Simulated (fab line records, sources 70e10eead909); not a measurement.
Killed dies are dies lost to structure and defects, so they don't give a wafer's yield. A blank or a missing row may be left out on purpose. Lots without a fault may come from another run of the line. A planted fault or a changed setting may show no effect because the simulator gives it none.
Chamber matching | flow nand_harc | NHARC_A_ZERO_WELL_ETCH_19 on rie_diel-07: 4 sister chambers
The step etches the open film in N2/H2, target depth 80 nm, overetch 24 nm, time 87.88 s. 4 wafers are shown with their chamber, then 8 later ones without.

WAFERS WITH THEIR CHAMBER
wafer  | chamber | drypump_motor_current_A (A)
L733.5 | 1       | 5.4
L733.6 | 0       | 5.0
L734.5 | 2       | 6.5
L735.1 | 3       | 5.0

WAFERS WITHOUT THEIR CHAMBER
wafer  | drypump_motor_current_A (A)
L735.3 | 5.4
L735.6 | 5.4
L736.1 | 5.1
L736.3 | 6.5
L736.5 | 5.0
L748.1 | 5.1
L748.2 | 6.5
L748.5 | 6.5

WHICH CHAMBER EACH WENT THROUGH
wafer  | from the rows above     | in truth
L735.3 | 1                       | 1
L735.6 | 1                       | 1
L736.1 | can't be placed: 0 or 3 | 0
L736.3 | 2                       | 2
L736.5 | can't be placed: 0 or 3 | 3
L748.1 | can't be placed: 0 or 3 | 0
L748.2 | 2                       | 2
L748.5 | 2                       | 2
Placed correctly: 5 of 8. Can't be placed from these rows: 3 (the true chamber is among the candidates in 3). Placed wrongly: 0.
How it was worked out, from the rows above alone: a wafer's distance from a chamber is the root of the sum, over the readings, of the square of ((its reading less the chamber's mean) divided by the reading's scatter). The wafer belongs to the nearest chamber; if the next one is less than 2 further off, it can't be placed. A chamber's mean is the mean of its shown wafers. The scatter: with one shown wafer a chamber, the root of the mean of the squares of how far each hidden wafer lies from its nearest shown one.
